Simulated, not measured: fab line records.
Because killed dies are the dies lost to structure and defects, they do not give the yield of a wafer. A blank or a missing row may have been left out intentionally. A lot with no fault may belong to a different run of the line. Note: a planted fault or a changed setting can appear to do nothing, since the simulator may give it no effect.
One fault through the eyes of 2 desks + flow n5_finfet + what lay behind the numbers comes last; until then each desk has only its own

AT THE METROLOGY DESK
Lot by lot, what the gauges showed, no matter which tool ran the lot: averages of those sampled wafers that carry a number. Any lot whose mean is over 4 standard deviations away from the usual mean is out of limits and marked OUT; that distance is given in the brackets.
Columns: A = M15_OVL at N5_BEOL_M15_OVL_MEAS_29, usual 6 nm
| lot  | first seen here | A  |
|------|-----------------|----|
| L259 | day 14 06:04    | 4  |
| L261 | day 15 04:41    | -2 |
| L263 | day 15 09:57    | 9  |
| L266 | day 16 05:07    | 14 |
| L264 | day 16 11:13    | 7  |
| L267 | day 16 11:46    | 9  |
| L268 | day 17 06:42    | 3  |
| L269 | day 17 07:36    | 7  |
| L270 | day 17 22:22    | 12 |
| L272 | day 18 03:31    | 14 |
| L276 | day 19 10:12    | 2  |
Result from this desk: across the 11 lots, nothing is out of limits.

TOOL OWNER'S DESK, pvd_sputter-01
The tool's own readings at N5_BEOL_M15_SPUTTER_43 (material TaN, target thk 15 nm, time 24.19 s): means of the sampled wafers that have a number, for each lot that ran on this tool. Any lot whose mean is over 4 standard deviations away from the usual mean is out of limits and marked OUT; that distance is given in the brackets.
Columns: A = cathode_dc_power_W at N5_BEOL_M15_SPUTTER_43, usual 15000 W; B = throttle_valve_pct at N5_BEOL_M15_SPUTTER_43, usual 29.7 %
| lot  | first seen here | A     | B    |
|------|-----------------|-------|------|
| L259 | day 14 16:29    | 15000 | 30.4 |
| L261 | day 15 07:50    | 14998 | 30.1 |
| L263 | day 15 10:46    | 15000 | 29.4 |
| L266 | day 16 06:56    | 15000 | 29.5 |
| L264 | day 16 13:13    | 14998 | 30.7 |
| L267 | day 16 14:39    | 15000 | 30.0 |
| L268 | day 17 07:31    | 14999 | 29.6 |
Result from this desk: across the 7 lots, nothing is out of limits.

TAKEN TOGETHER
The metrology desk saw nothing out of limits.
The tool owner's desk saw nothing out of limits.

WHAT THE SIMULATOR PUT IN
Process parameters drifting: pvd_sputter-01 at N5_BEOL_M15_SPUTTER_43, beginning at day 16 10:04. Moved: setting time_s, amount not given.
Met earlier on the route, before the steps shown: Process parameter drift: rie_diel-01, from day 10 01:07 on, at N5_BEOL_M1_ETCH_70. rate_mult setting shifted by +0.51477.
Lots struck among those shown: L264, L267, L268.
